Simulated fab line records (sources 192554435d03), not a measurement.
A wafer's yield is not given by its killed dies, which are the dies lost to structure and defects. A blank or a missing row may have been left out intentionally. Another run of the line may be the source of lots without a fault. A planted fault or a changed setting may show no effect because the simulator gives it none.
fab line records	flow n5Finfet
record lots=10	wafers=30	lastDay=16
route steps=1938 shown SDB@356 BEOL_M4@1111 PASSIVATION@1936
lots that met no fault: from a run of the same line without faults
startH: hours from the record's first day to the start of the lot's first wafer shown	waitH: how many hours have passed since the lot's step before this one	" repeats the value in the row above	L1.1+2: a single row standing in for several wafers	- no value, or no start was given	* or withheld: withheld	< > ~ a bound
route shown NAME@n: a module of which the file shows steps, and the number in the route of the first	usual: mean/standard deviation of fault-free wafers	same: alike in all rows	chamber/n: place in a boat	sites: readings site by site	_std_site: how widely they spread, as a standard deviation	_edge_site: mean of outer sites minus mean of inner sites	radiusMm: how far each site lies from the wafer's centre	mask NAME#n: copy n	behind: the tool/chamber that last shaped the wafer	hold: reason for holding the lot/hours on hold/outcome of the hold	device: the transistor (n, p or np) that didn't switch	end of line: the route-end tests of the same wafers	a step given without rows: its recipe and nothing more	killed: not the wafer's yield, but the dies lost to structure and defects at the first sort	map: per-die view of a wafer (x killed, . not killed, _ where there is no die)
set.NAME: the setting as run; set.NAME@STEP: as run at that earlier step	model.NAME: the simulator's own value behind a step, which no gauge read
one table for each step of the route and one row for each wafer, over a sample of lots
services: from which hour (startH, from the record's first day; less than 0 if before it) a tool's chamber was out of use, for how many hours, and why
## steps
# step N5_SDB_CD_MEAS_11
# recipe targetCdNm=50	landingEnergyEv=500	detector=seInlens	polarity=opening
# usual cdNm=49.9/1.1
lot.wafer	tool	chamber	startH	waitH	cdNm
L805.2	cdSem-01	0	94.24	-	49.8
L805.4	"	0	"	"	51.5
L805.5	"	0	"	"	49.9
L810.2	cdSem-02	0	123.69	-	48.5
L810.3	"	0	"	"	48.8
L810.6	"	0	"	"	49.3
L809.2	cdSem-03	0	125.13	-	51.6
L809.5	"	0	"	"	50.8
L809.6	"	0	"	"	51.1
L811.1	cdSem-02	0	134.43	-	49.9
L811.5	"	0	"	"	49.9
L811.6	"	0	"	"	51.0
L812.1	cdSem-03	0	138.51	-	50.3
L812.2	"	0	"	"	50.6
L812.3	"	0	"	"	50.8
L813.1	cdSem-03	0	142.96	-	47.3
L813.3	"	0	"	"	48.3
L813.5	"	0	"	"	48.1
L814.2	cdSem-01	0	152.65	-	50.0
L814.3	"	0	"	"	50.5
L814.5	"	0	"	"	49.8
L815.1	cdSem-03	0	155.46	-	49.5
L815.2	"	0	"	"	49.1
L815.5	"	0	"	"	49.9
L816.3	cdSem-01	0	160.83	-	48.7
L816.5	"	0	"	"	47.8
L816.6	"	0	"	"	49.0
L819.1	cdSem-01	0	183.36	-	51.4
L819.3	"	0	"	"	50.4
L819.6	"	0	"	"	50.7
# step N5_SDB_STRIP_22
# recipe chemistry=N2/H2	powerW=1000	tempC=250	h2Frac=0.65	overashFraction=0.3	pressureMtorr=withheld	n2FlowSccm=1750	h2FlowSccm=3250
# usual drypumpMotorCurrentA=5.6/0.41	heaterPowerW=333/35	oesProductAu=0.716/0.0047	stripTimeToEndpointS=96.5/0.38
lot.wafer	tool	chamber	startH	waitH	drypumpMotorCurrentA	heaterPowerW	oesProductAu	rfHoursCounterH	stripTimeToEndpointS
L805.2	plasmaAsher-02	0	94.63	0.1	5.7	295	0.708	86	96.2
L805.4	"	0	"	"	5.7	301	0.712	-	96.2
L805.5	"	1	"	"	6.2	317	0.719	-	96.2
L810.2	plasmaAsher-01	0	124.08	0.1	5.6	319	0.711	54	95.9
L810.3	"	1	"	"	5.1	385	0.715	-	96.1
L810.6	"	1	"	"	5.1	384	0.714	-	95.9
L809.2	plasmaAsher-01	0	125.57	0.1	5.6	309	0.726	55	97.0
L809.5	"	0	"	"	5.6	316	0.719	-	97.0
L809.6	"	1	"	"	5.1	387	0.716	-	97.0
L811.1	plasmaAsher-01	1	135.02	0.2	5.1	390	0.724	58	96.1
L811.5	"	1	"	"	5.1	393	0.713	-	96.4
L811.6	"	0	"	"	5.6	328	0.716	-	96.5
L812.1	plasmaAsher-02	1	138.91	0.1	6.2	322	0.716	91	96.2
L812.2	"	0	"	"	5.7	298	0.715	91	96.0
L812.3	"	0	"	"	5.7	296	0.722	-	96.0
L813.1	plasmaAsher-01	0	143.36	0.1	5.6	325	0.713	59	96.2
L813.3	"	0	"	"	5.6	316	0.707	-	96.1
L813.5	"	1	"	"	5.1	390	0.720	-	96.5
L814.2	plasmaAsher-02	0	153.04	0.1	5.7	297	0.715	94	97.0
L814.3	"	0	"	"	5.7	293	0.716	-	96.8
L814.5	"	0	"	"	5.7	304	0.714	-	96.6
L815.1	plasmaAsher-01	1	155.97	0.1	5.1	387	0.720	62	96.6
L815.2	"	0	"	"	5.6	322	0.713	62	96.7
L815.5	"	1	"	"	5.1	391	0.725	-	96.9
L816.3	plasmaAsher-02	0	161.26	0.1	5.7	289	0.712	-	95.9
L816.5	"	0	"	"	5.7	295	0.712	-	95.9
L816.6	"	1	"	"	6.2	319	0.719	-	95.8
L819.1	plasmaAsher-01	0	183.76	0.1	5.6	316	0.718	68	97.2
L819.3	"	0	"	"	5.6	324	0.717	-	96.8
L819.6	"	0	"	"	5.6	322	0.714	-	97.3
# step N5_SDB_CUT_ETCH_26
# recipe chemistry=HBr/Cl2/O2	target=Si	targetDepthA=1296	btTimeS=20	maskMaterial=SiNx	timeS=51.8	ionEnergyEv=*	biasW=*	pressureMtorr=10	icpW=800	HBr_flow_sccm=150	Cl2_flow_sccm=80	O2_flow_sccm=12
# usual biasW=*	drypumpMotorCurrentA=5.7/0.64	mfcCl2Sccm=80.00/0.24	oesProductAu=0.996/0.019	throttleValvePct=37.23/0.18
lot.wafer	tool	chamber	startH	waitH	biasW	drypumpMotorCurrentA	mfcCl2Sccm	oesProductAu	rfHoursCounterH	throttleValvePct
L805.2	rieSi-01	1	94.93	0.1	*	4.7	79.72	0.969	66	37.32
L805.4	"	3	"	"	*	6.3	80.10	0.990	78	37.37
L805.5	"	0	"	"	*	6.5	80.07	1.025	-	37.31
L810.2	rieSi-05	3	124.39	0.1	*	5.3	80.15	0.991	51	36.97
L810.3	"	1	"	"	*	5.2	80.24	1.007	168	36.94
L810.6	"	3	"	"	*	5.3	79.98	0.987	-	36.96
L809.2	rieSi-03	3	125.87	0.1	*	4.9	80.02	1.007	26	37.07
L809.5	"	2	"	"	*	5.3	79.90	0.979	-	36.99
L809.6	"	3	"	"	*	4.9	79.81	1.010	-	37.07
L811.1	rieSi-01	0	135.32	0.1	*	6.4	79.68	1.030	107	37.32
L811.5	"	0	"	"	*	6.4	80.20	1.019	-	37.33
L811.6	"	1	"	"	*	4.7	79.81	0.973	-	37.33
L812.1	rieSi-01	1	139.21	0.1	*	4.7	79.77	0.978	67	37.33
L812.2	"	3	"	"	*	6.3	79.74	0.987	79	37.37
L812.3	"	0	"	"	*	6.4	80.36	1.033	107	37.30
L813.1	rieSi-01	0	144.23	0.1	*	6.5	79.93	1.030	108	37.31
L813.3	"	1	"	"	*	4.7	80.47	0.978	67	37.32
L813.5	"	1	"	"	*	4.7	80.28	0.970	-	37.33
L814.2	rieSi-01	3	153.35	0.1	*	6.3	79.68	0.986	79	37.35
L814.3	"	1	"	"	*	4.7	79.99	0.976	67	37.31
L814.5	"	1	"	"	*	4.7	80.28	0.968	-	37.31
L815.1	rieSi-01	1	156.27	0.1	*	4.7	80.13	0.967	67	37.32
L815.2	"	3	"	"	*	6.3	79.88	0.987	79	37.37
L815.5	"	1	"	"	*	4.7	80.08	0.978	-	37.33
L816.3	rieSi-03	2	161.53	0.1	*	5.3	79.92	0.981	84	37.00
L816.5	"	0	"	"	*	5.2	80.25	1.032	-	37.48
L816.6	"	1	"	"	*	6.3	80.11	1.002	-	37.16
L819.1	rieSi-03	1	184.06	0.1	*	6.3	80.00	0.991	67	37.14
L819.3	"	3	"	"	*	4.9	80.17	1.009	27	37.08
L819.6	"	2	"	"	*	5.3	79.65	0.982	-	37.00
# step N5_SDB_THK_MEAS_31
# recipe reads=a-Si_of_DUMMY_GATE_CVD_03
# usual SDB_THK=63.9/0.91
lot.wafer	tool	chamber	startH	waitH	SDB_THK[nm]
L805.2	filmMetro-01	-	98.14	-	63.8
L805.4	"	-	"	"	64.5
L805.5	"	-	"	"	64.5
L810.2	filmMetro-02	-	127.93	-	64.6
L810.3	"	-	"	"	64.3
L810.6	"	-	"	"	63.9
L809.2	filmMetro-01	-	129.10	-	63.4
L809.5	"	-	"	"	65.7
L809.6	"	-	"	"	64.1
L811.1	filmMetro-01	-	138.53	-	63.7
L811.5	"	-	"	"	63.4
L811.6	"	-	"	"	64.3
L812.1	filmMetro-01	-	143.03	-	63.0
L812.2	"	-	"	"	62.9
L812.3	"	-	"	"	63.2
L813.1	filmMetro-01	-	147.53	-	64.5
L813.3	"	-	"	"	64.7
L813.5	"	-	"	"	64.2
L814.2	filmMetro-02	-	157.00	-	61.8
L814.3	"	-	"	"	62.3
L814.5	"	-	"	"	62.2
L815.1	filmMetro-02	-	159.85	-	63.5
L815.2	"	-	"	"	63.6
L815.5	"	-	"	"	64.4
L816.3	filmMetro-02	-	164.74	-	65.7
L816.5	"	-	"	"	64.4
L816.6	"	-	"	"	64.2
L819.1	filmMetro-01	-	187.27	-	64.1
L819.3	"	-	"	"	64.3
L819.6	"	-	"	"	63.9
# step N5_BEOL_M4_RC_MEAS_101
# usual DIBL_N=36.4/1.3	DIBL_P=36.5/1.7	IOFF_N=0.154/0.022	IOFF_P=0.202/0.025	ION_N=671/9.8	ION_P=460/6.8	SS_N=71.6/0.54	SS_P=73.4/0.58	VT_N=250.9/2.8	VT_P=-251.4/2.7
lot.wafer	tool	chamber	startH	waitH	DIBL_N[mV/V]	DIBL_P[mV/V]	IOFF_N[nA/um]	IOFF_P[nA/um]	ION_N[uA/um]	ION_P[uA/um]	SS_N[mV/dec]	SS_P[mV/dec]	VT_N[mV]	VT_P[mV]
L805.2	prober-02	0	194.46	0.2	36.6	37.2	0.147	0.204	679	463	72.0	73.4	249.0	-249.7
L805.4	"	0	"	"	36.0	36.3	0.145	0.201	694	469	71.6	72.9	250.9	-250.8
L805.5	"	0	"	"	35.3	35.5	0.134	0.183	665	460	71.7	73.3	251.9	-252.3
L810.2	prober-01	0	220.87	0.2	37.0	36.6	0.162	0.231	680	472	71.5	73.0	248.9	-249.5
L810.3	"	0	"	"	36.2	35.5	0.148	0.208	674	463	71.1	72.7	249.8	-251.7
L810.6	"	0	"	"	35.5	34.2	0.134	0.188	671	462	71.2	71.7	249.6	-250.8
L809.2	prober-01	0	224.39	0.2	36.8	37.6	0.163	0.205	674	460	71.6	73.1	249.0	-249.7
L809.5	"	0	"	"	34.7	35.0	0.129	0.174	655	453	71.5	73.2	253.7	-253.0
L809.6	"	0	"	"	35.9	36.6	0.149	0.195	672	467	71.7	73.2	250.0	-250.1
L811.1	prober-02	0	228.32	0.0	36.7	37.2	0.154	0.200	664	453	71.4	73.1	250.5	-254.0
L811.5	"	0	"	"	35.6	36.0	0.136	0.178	664	461	71.0	73.7	254.1	-253.2
L811.6	"	0	"	"	36.3	37.2	0.152	0.200	668	459	71.6	73.6	250.8	-250.2
L812.1	prober-01	0	230.23	0.0	35.9	38.8	0.157	0.192	673	458	71.7	73.6	249.1	-254.4
L812.2	"	0	"	"	35.8	39.1	0.153	0.191	665	458	71.6	73.8	251.6	-251.8
L812.3	"	0	"	"	35.6	38.8	0.147	0.182	672	452	71.8	73.1	252.3	-254.5
L813.1	prober-02	0	230.72	0.0	36.2	36.7	0.164	0.205	681	464	71.7	72.6	250.9	-250.8
L813.3	"	0	"	"	35.1	35.4	0.143	0.187	671	459	71.8	72.5	252.5	-251.6
L813.5	"	0	"	"	34.2	33.9	0.132	0.176	671	458	71.3	72.5	251.3	-253.4
L815.1	prober-01	0	261.24	0.0	37.2	35.4	0.176	0.210	665	452	72.6	73.9	250.9	-251.1
L815.2	"	0	"	"	35.0	34.6	0.140	0.197	667	457	72.0	73.3	252.5	-249.8
L815.5	"	0	"	"	36.2	35.3	0.156	0.205	663	456	71.8	73.6	250.5	-248.8
L814.2	prober-02	0	261.57	0.2	35.3	35.9	0.150	0.196	689	471	71.5	73.8	247.1	-252.5
L814.3	"	0	"	"	36.9	37.8	0.181	0.220	689	467	72.5	73.8	248.2	-249.6
L814.5	"	0	"	"	35.7	35.5	0.150	0.189	674	462	71.9	73.2	249.2	-251.8
L816.3	prober-01	0	265.63	0.3	33.6	33.9	0.125	0.181	662	457	70.7	72.4	255.2	-250.4
L816.5	"	0	"	"	34.6	35.4	0.136	0.197	671	463	71.0	73.3	252.1	-249.0
L816.6	"	0	"	"	35.3	36.2	0.144	0.205	667	457	71.8	73.4	253.1	-250.7
L819.1	prober-01	0	282.60	0.0	35.8	35.5	0.135	0.225	662	466	70.9	73.0	253.4	-250.0
L819.3	"	0	"	"	38.0	37.1	0.161	0.260	656	461	72.7	73.9	249.9	-247.8
L819.6	"	0	"	"	36.2	35.9	0.139	0.243	655	458	71.7	73.3	252.5	-245.9
# step N5_PASSIVATION_PROBE_49
# usual defectLimitedYield=91.1/1.3	killed_at_M0_to_M3=34/10	killed_at_M4_up=14/5.7	killedAtContacts=12/5.9	killedAtFrontEnd=41/12	killedAtOther=4/3.1	killedDies=105/15	killedOpen=69/11	killedShort=35/7.8	sort_bin_5_function=5.3/0.81	sort_bin_6_memory=3.3/0.75	sort_bin_8_speed=0.00/0.007	sortNPass=1075/15	sortYieldPct=91.1/1.3
# same grossDies=1180	killedAtBackSide=0	sort_bin_4_leakage[%]=0
lot.wafer	tool	chamber	startH	waitH	defectLimitedYield[%]	killed_at_M0_to_M3	killed_at_M4_up	killedAtContacts	killedAtFrontEnd	killedAtOther	killedDies	killedOpen	killedShort	sort_bin_5_function[%]	sort_bin_6_memory[%]	sort_bin_8_speed[%]	sortNPass	sortYieldPct[%]
L805.2	prober-01	-	317.98	0.8	93.3	25	12	16	25	1	79	46	33	4.2	2.1	0	1101	93.3
L805.4	prober-01	-	318.08	0.9	90.9	32	14	10	49	2	107	67	40	6.1	2.8	0	1073	90.9
L805.5	prober-01	-	318.13	0.9	90.3	39	10	20	40	5	114	77	36	4.9	4.5	0	1066	90.3
L809.2	prober-01	-	324.55	0.1	92.1	20	20	13	37	3	93	75	17	4.0	3.7	0	1087	92.1
L809.5	prober-01	-	324.70	0.2	91.4	39	10	8	39	5	101	65	30	5.4	2.9	0	1079	91.4
L809.6	prober-01	-	324.75	0.3	89.2	48	14	13	47	5	127	79	44	5.0	5.6	0	1053	89.2
L813.1	prober-02	-	330.19	0.0	89.9	31	18	6	55	9	119	72	45	5.5	4.2	0	1061	89.9
L813.3	prober-02	-	330.29	0.1	86.2	65	15	6	71	6	163	111	48	6.9	6.1	0	1017	86.2
L813.5	prober-02	-	330.39	0.2	89.2	46	8	7	65	2	128	86	41	5.9	4.6	0	1052	89.2
L810.2	prober-02	-	336.19	0.1	92.7	24	9	5	37	11	86	58	28	4.8	2.3	0	1094	92.7
L810.3	prober-02	-	336.24	0.1	92.0	19	2	16	55	2	94	61	32	3.8	4.0	0	1086	92.0
L810.6	prober-02	-	336.39	0.3	90.9	19	5	17	61	5	107	63	43	4.8	3.8	0	1073	90.9
L811.1	prober-02	-	336.77	0.0	90.8	47	14	5	38	5	109	73	33	4.6	4.4	0	1071	90.8
L811.5	prober-02	-	336.97	0.2	90.1	51	18	16	26	6	117	84	33	6.0	3.7	0	1063	90.1
L811.6	prober-02	-	337.02	0.3	92.3	32	12	12	32	3	91	71	18	4.2	3.5	0	1089	92.3
L812.1	prober-02	-	343.66	0.0	91.0	25	21	12	42	6	106	66	39	5.0	3.6	0	1074	91.0
L812.2	prober-02	-	343.71	0.1	89.7	37	19	9	52	4	121	81	40	6.3	3.7	0	1059	89.7
L812.3	prober-02	-	343.76	0.1	89.4	27	10	15	63	10	125	82	41	5.7	4.5	0	1055	89.4
L816.3	prober-02	-	363.68	0.1	92.4	25	9	8	41	7	90	67	22	4.5	3.0	0	1090	92.4
L816.5	prober-02	-	363.78	0.2	91.5	34	9	16	39	2	100	77	22	4.7	3.6	0	1080	91.5
L816.6	prober-02	-	363.83	0.3	89.7	32	13	11	61	4	121	77	39	6.4	3.2	0	1059	89.7
L814.2	prober-01	-	364.22	0.1	90.1	25	23	14	47	8	117	92	24	5.8	3.9	0	1063	90.1
L814.3	prober-01	-	364.27	0.1	90.9	19	23	15	47	3	107	64	40	5.3	3.3	0	1073	90.9
L814.5	prober-01	-	364.37	0.2	91.8	19	14	11	39	14	97	53	38	4.6	3.1	0	1083	91.8
L815.1	prober-02	-	368.49	0.4	91.3	38	20	9	36	0	103	66	37	5.6	3.0	0	1077	91.3
L815.2	prober-02	-	368.54	0.4	92.1	26	20	17	30	0	93	62	29	4.8	2.7	0	1087	92.1
L815.5	prober-02	-	368.69	0.6	91.3	15	12	12	61	3	103	66	34	5.0	3.3	0	1077	91.3
L819.1	prober-02	-	387.36	0.0	89.5	35	8	15	59	7	124	89	34	6.5	3.8	0	1056	89.5
L819.3	prober-02	-	387.46	0.1	90.3	32	16	6	56	5	115	83	32	5.6	3.7	0	1065	90.3
L819.6	prober-02	-	387.61	0.3	91.6	14	9	16	49	11	99	67	32	5.2	3.1	0.08	1080	91.5
# killed by level:class
L805.2 MOL_CONTACT_COAG:geometricParticle:open=10 FIN_SAQP:geometricParticle:short=8 BEOL_M0_SAQP:geometricParticle:short=8 MOL_CONTACT_COAG:geometricParticle:short=6 FIN_SAQP:geometricParticle:open=6 BEOL_M4:geometricParticle:open=6 BEOL_M0_SAQP:geometricParticle:open=4 BEOL_M3:geometricParticle:short=4
L805.4 STI_FIN_REVEAL:geometricParticle:open=15 BEOL_M0_SAQP:geometricParticle:short=10 FIN_SAQP:geometricParticle:short=8 MOL_CONTACT_COAG:geometricParticle:open=8 BEOL_M0_SAQP:geometricParticle:open=8 BEOL_M4:geometricParticle:open=7 BEOL_M2:geometricParticle:open=6 ILD0:geometricParticle:open=4
L805.5 STI_FIN_REVEAL:geometricParticle:open=19 MOL_CONTACT_COAG:geometricParticle:open=17 BEOL_M0_SAQP:geometricParticle:short=11 BEOL_M0_SAQP:geometricParticle:open=11 BEOL_M1:geometricParticle:open=5 BEOL_M4:geometricParticle:open=4 PASS1_CAP:geometricParticle:short=4 FIN_SAQP:geometricParticle:open=3
L809.2 STI_FIN_REVEAL:geometricParticle:open=14 MOL_CONTACT_COAG:geometricParticle:open=11 BEOL_M4:geometricParticle:open=9 BEOL_M3:geometricParticle:open=8 FIN_SAQP:geometricParticle:open=6 BEOL_M0_SAQP:geometricParticle:open=4 DUMMY_GATE:geometricParticle:open=3 ILD0:geometricParticle:open=3
L809.5 BEOL_M0_SAQP:geometricParticle:short=10 BEOL_M0_SAQP:geometricParticle:open=9 BEOL_M2:geometricParticle:open=8 MOL_CONTACT_COAG:geometricParticle:open=7 DUMMY_GATE:geometricParticle:open=7 FIN_SAQP:geometricParticle:open=6 STI_FIN_REVEAL:geometricParticle:open=6 BEOL_M1:geometricParticle:short=4
L809.6 BEOL_M0_SAQP:geometricParticle:open=17 FIN_SAQP:geometricParticle:open=14 BEOL_M0_SAQP:geometricParticle:short=14 MOL_CONTACT_COAG:geometricParticle:open=12 FIN_SAQP:geometricParticle:short=10 STI_FIN_REVEAL:geometricParticle:open=7 BEOL_M3:geometricParticle:open=5 BEOL_M2:geometricParticle:open=5
L813.1 FIN_SAQP:geometricParticle:short=15 STI_FIN_REVEAL:geometricParticle:open=13 BEOL_M0_SAQP:geometricParticle:short=8 BEOL_M2:geometricParticle:open=8 FIN_SAQP:geometricParticle:open=6 BEOL_M3:geometricParticle:open=6 DUMMY_GATE:geometricParticle:open=5 MOL_CONTACT_COAG:geometricParticle:open=5
L813.3 BEOL_M0_SAQP:geometricParticle:open=17 FIN_SAQP:geometricParticle:short=15 STI_FIN_REVEAL:geometricParticle:open=15 BEOL_M0_SAQP:geometricParticle:short=13 FIN_SAQP:geometricParticle:open=11 DUMMY_GATE:geometricParticle:open=11 BEOL_M1:geometricParticle:open=11 BEOL_M2:geometricParticle:open=8
L813.5 STI_FIN_REVEAL:geometricParticle:open=25 FIN_SAQP:geometricParticle:short=10 BEOL_M0_SAQP:geometricParticle:open=8 BEOL_M0_SAQP:geometricParticle:short=8 BEOL_M1:geometricParticle:open=8 FIN_SAQP:geometricParticle:open=6 STARTING-WAFER:geometricParticle:open=6 BEOL_M3:geometricParticle:open=6
L810.2 FIN_SAQP:geometricParticle:short=8 FIN_SAQP:geometricParticle:open=7 BEOL_M2:geometricParticle:open=7 BEOL_M1:geometricParticle:open=6 DUMMY_GATE:geometricParticle:open=5 MIM_BOT:geometricParticle:open=5 STI_FIN_REVEAL:geometricParticle:open=4 MOL_CONTACT_COAG:geometricParticle:open=4
L810.3 FIN_SAQP:geometricParticle:short=19 FIN_SAQP:geometricParticle:open=15 MOL_CONTACT_COAG:geometricParticle:open=11 DUMMY_GATE:geometricParticle:open=7 BEOL_M2:geometricParticle:open=7 STI_FIN_REVEAL:geometricParticle:open=6 MOL_CONTACT_COAG:geometricParticle:short=5 BEOL_M3:geometricParticle:open=5
L810.6 FIN_SAQP:geometricParticle:short=16 FIN_SAQP:geometricParticle:open=13 MOL_CONTACT_COAG:geometricParticle:open=11 BEOL_M3:geometricParticle:open=9 MOL_CONTACT_COAG:geometricParticle:short=6 DUMMY_GATE:geometricParticle:open=5 GATE_CUT:geometricParticle:open=5 STARTING-WAFER:geometricParticle:short=5
L811.1 BEOL_M2:geometricParticle:open=14 STI_FIN_REVEAL:geometricParticle:open=10 BEOL_M1:geometricParticle:open=8 BEOL_M0_SAQP:geometricParticle:open=8 GATE_CUT:geometricParticle:short=6 BEOL_M3:geometricParticle:open=6 STARTING-WAFER:geometricParticle:open=5 BEOL_M0_SAQP:geometricParticle:short=5
L811.5 BEOL_M2:geometricParticle:open=19 MOL_CONTACT_COAG:geometricParticle:open=15 BEOL_M4:geometricParticle:open=14 BEOL_M0_SAQP:geometricParticle:short=9 BEOL_M1:geometricParticle:open=8 BEOL_M3:geometricParticle:open=6 BEOL_M0_SAQP:geometricParticle:open=5 GATE_CUT:geometricParticle:short=4
L811.6 MOL_CONTACT_COAG:geometricParticle:open=11 BEOL_M2:geometricParticle:open=11 ILD0:geometricParticle:open=7 BEOL_M0_SAQP:geometricParticle:open=6 DUMMY_GATE:geometricParticle:open=5 BEOL_M0_SAQP:geometricParticle:short=5 BEOL_M4:geometricParticle:open=5 BEOL_M5:geometricParticle:open=5
L812.1 BEOL_M4:geometricParticle:open=12 MOL_CONTACT_COAG:geometricParticle:open=10 FIN_SAQP:geometricParticle:short=8 FIN_SAQP:geometricParticle:open=7 BEOL_M0_SAQP:geometricParticle:open=6 STI_FIN_REVEAL:geometricParticle:open=5 ILD0:geometricParticle:short=5 BEOL_M1:geometricParticle:open=5
L812.2 FIN_SAQP:geometricParticle:short=12 STI_FIN_REVEAL:geometricParticle:open=12 FIN_SAQP:geometricParticle:open=11 BEOL_M4:geometricParticle:open=11 BEOL_M0_SAQP:geometricParticle:open=10 BEOL_M2:geometricParticle:open=8 BEOL_M0_SAQP:geometricParticle:short=8 MOL_CONTACT_COAG:geometricParticle:open=7
L812.3 STI_FIN_REVEAL:geometricParticle:open=16 MOL_CONTACT_COAG:geometricParticle:open=12 FIN_SAQP:geometricParticle:open=10 GATE_CUT:geometricParticle:short=8 BEOL_M4:geometricParticle:open=8 BEOL_M0_SAQP:geometricParticle:short=7 STARTING-WAFER:geometricParticle:open=7 BEOL_M2:geometricParticle:open=6
L816.3 STI_FIN_REVEAL:geometricParticle:open=11 BEOL_M3:geometricParticle:open=10 MOL_CONTACT_COAG:geometricParticle:open=6 FIN_SAQP:geometricParticle:open=5 ILD0:geometricParticle:open=5 BEOL_M1:geometricParticle:open=4 STI_FIN_REVEAL:geometricParticle:short=3 BEOL_M4:geometricParticle:open=3
L816.5 STI_FIN_REVEAL:geometricParticle:open=13 MOL_CONTACT_COAG:geometricParticle:open=13 BEOL_M3:geometricParticle:open=13 FIN_SAQP:geometricParticle:open=9 BEOL_M1:geometricParticle:open=6 BEOL_M0_SAQP:geometricParticle:open=5 FIN_SAQP:geometricParticle:short=4 ILD0:geometricParticle:short=4
L816.6 STI_FIN_REVEAL:geometricParticle:open=18 BEOL_M1:geometricParticle:open=12 STI_FIN_REVEAL:geometricParticle:short=10 MOL_CONTACT_COAG:geometricParticle:open=8 BEOL_M3:geometricParticle:open=8 ILD0:geometricParticle:short=6 FIN_SAQP:geometricParticle:short=5 FIN_SAQP:geometricParticle:open=5
L814.2 FIN_SAQP:geometricParticle:open=15 BEOL_M4:geometricParticle:open=13 MOL_CONTACT_COAG:geometricParticle:open=12 BEOL_M1:geometricParticle:open=11 STI_FIN_REVEAL:geometricParticle:open=6 BEOL_M3:geometricParticle:open=6 GATE_CUT:geometricParticle:open=5 PAD_METAL:geometricParticle:open=5
L814.3 STI_FIN_REVEAL:geometricParticle:open=12 MOL_CONTACT_COAG:geometricParticle:open=12 BEOL_M4:geometricParticle:open=10 GATE_CUT:geometricParticle:short=7 ILD0:geometricParticle:short=6 ILD0:geometricParticle:open=4 BEOL_M1:geometricParticle:open=4 BEOL_M3:geometricParticle:open=4
L814.5 STI_FIN_REVEAL:geometricParticle:open=8 BEOL_M4:geometricParticle:open=8 FIN_SAQP:geometricParticle:open=7 MOL_CONTACT_COAG:geometricParticle:open=6 BEOL_M3:geometricParticle:open=6 MOL_CONTACT_COAG:geometricParticle:short=5 PAD_METAL:geometricParticle:short=5 PAD_METAL:geometricParticle:open=4
L815.1 BEOL_M2:geometricParticle:open=11 BEOL_M4:geometricParticle:open=9 BEOL_M1:geometricParticle:open=8 BEOL_M0_SAQP:geometricParticle:open=7 FIN_SAQP:geometricParticle:short=6 MOL_CONTACT_COAG:geometricParticle:open=6 BEOL_M0_SAQP:geometricParticle:short=6 FIN_SAQP:geometricParticle:open=5
L815.2 MOL_CONTACT_COAG:geometricParticle:open=15 STI_FIN_REVEAL:geometricParticle:open=10 BEOL_M4:geometricParticle:open=8 ILD0:geometricParticle:short=7 BEOL_M1:geometricParticle:open=7 BEOL_M0_SAQP:geometricParticle:short=7 BEOL_M2:geometricParticle:open=5 BEOL_M0_SAQP:geometricParticle:open=4
L815.5 FIN_SAQP:geometricParticle:open=10 STI_FIN_REVEAL:geometricParticle:open=9 BEOL_M4:geometricParticle:open=9 MOL_CONTACT_COAG:geometricParticle:open=9 FIN_SAQP:geometricParticle:short=7 GATE_CUT:geometricParticle:open=7 STARTING-WAFER:geometricParticle:short=7 DUMMY_GATE:geometricParticle:open=6
L819.1 STI_FIN_REVEAL:geometricParticle:open=14 MOL_CONTACT_COAG:geometricParticle:open=14 FIN_SAQP:geometricParticle:open=10 GATE_CUT:geometricParticle:open=7 BEOL_M1:geometricParticle:open=7 GATE_CUT:geometricParticle:short=7 BEOL_M2:geometricParticle:open=6 BEOL_M3:geometricParticle:open=6
L819.3 FIN_SAQP:geometricParticle:open=14 BEOL_M3:geometricParticle:open=10 BEOL_M2:geometricParticle:open=10 DUMMY_GATE:geometricParticle:open=7 BEOL_M4:geometricParticle:open=7 FIN_SAQP:geometricParticle:short=6 GATE_CUT:geometricParticle:open=6 GATE_CUT:geometricParticle:short=6
L819.6 MOL_CONTACT_COAG:geometricParticle:open=13 FIN_SAQP:geometricParticle:open=9 STI_FIN_REVEAL:geometricParticle:open=8 GATE_CUT:geometricParticle:short=6 FIN_SAQP:geometricParticle:short=4 GATE_CUT:geometricParticle:open=4 BEOL_M4:geometricParticle:open=4 PAD_METAL:geometricParticle:short=4
## services
tool	chamber	startH	hours	kind
rieSi-05	-	76.48	2.8	pm
plasmaAsher-02	-	112.53	15.6	pm
rieSi-03	-	126.64	14.6	pm
rieSi-05	0	130.86	1.6	repair
rieSi-05	0	136.57	3.3	repair
rieSi-05	1	145.13	2.4	repair
rieSi-05	-	155.10	5.2	repair
## key
firstSign step=N5_SDB_CUT_ETCH_26	reading=biasW	direction=up	sigmas=57	usual=*	struck=*
effect none on later readings
metAt N5_SDB_CUT_ETCH_26
struckLots L814,L815
struckWafers L814.3,L814.5,L815.1,L815.5
notActingAt N5_SDB_CD_MEAS_11,N5_SDB_STRIP_22,N5_SDB_THK_MEAS_31
onsetBetween 144.23 153.35
fault kind=processParameterDrift	tool=rieSi-01	chamber=1	onsetH=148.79	steps=N5_SDB_CUT_ETCH_26	channel=biasW	offset=*	shape=step	endH=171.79	actsIn=*	stated=*
